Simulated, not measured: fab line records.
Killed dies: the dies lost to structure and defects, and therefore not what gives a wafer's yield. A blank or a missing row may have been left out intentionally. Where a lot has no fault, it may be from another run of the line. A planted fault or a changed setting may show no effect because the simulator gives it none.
Which tool was responsible? | flow n5 finfet | 36 wafers sampled from 12 lots at 1 step of a route of 1938

== WHAT EACH GAUGE READ, for each wafer ==
N5_BEOL_M14_RS_MEAS_54: measurement is done with a four-point probe.
lot  | measured     | on            | M14_RS (ohm/sq)
L075 | day 12 06:52 | film metro-02 | 0.0343 0.0344 0.0336
L078 | day 12 10:33 | film metro-01 | 0.0332 0.0341 0.0341
L079 | day 12 11:56 | film metro-02 | 0.0330 0.0331 0.0332
L081 | day 13 12:01 | film metro-01 | 0.0329 0.0328 0.0335
L083 | day 14 01:45 | film metro-01 | 0.0324 0.0338 0.0333
L085 | day 14 13:02 | film metro-02 | 0.0339 0.0336 0.0326
L087 | day 14 18:52 | film metro-01 | 0.0338 0.0339 0.0333
L090 | day 15 04:25 | film metro-02 | 0.0332 0.0337 0.0337
L092 | day 15 21:50 | film metro-01 | 0.0328 0.0330 0.0347
L095 | day 16 08:53 | film metro-01 | 0.0339 0.0331 0.0339
L094 | day 16 19:09 | film metro-01 | 0.0332 0.0333 0.0336
L097 | day 17 05:02 | film metro-01 | 0.0330 0.0331 0.0328

== WHICH TOOL RAN EACH LOT (tool, then ch and the chambers of the sampled wafers, then the start) ==
There is no process step in the record ahead of these readings.

== THE ANSWER, worked out from the rows above alone ==
Rule: the lots themselves supply what counts as usual. Put in order of their means at a reading, lots are off if they are a third of the lots or fewer, leave a main group of 4 or more, and stand apart from it by a gap of 3 or more times the standard deviation of the main group's means; of several such gaps the widest counts. If all means in a main group match to the digits the tables above print for the reading, that group is not used. A lot without any number at a reading at which 4 lots or more have one is off too. Any other lot the step has rows for is counted as sound.
Across all readings shown, no lot is off: no conclusion can be drawn from this.

== WHAT THE SIMULATOR PUT IN ==
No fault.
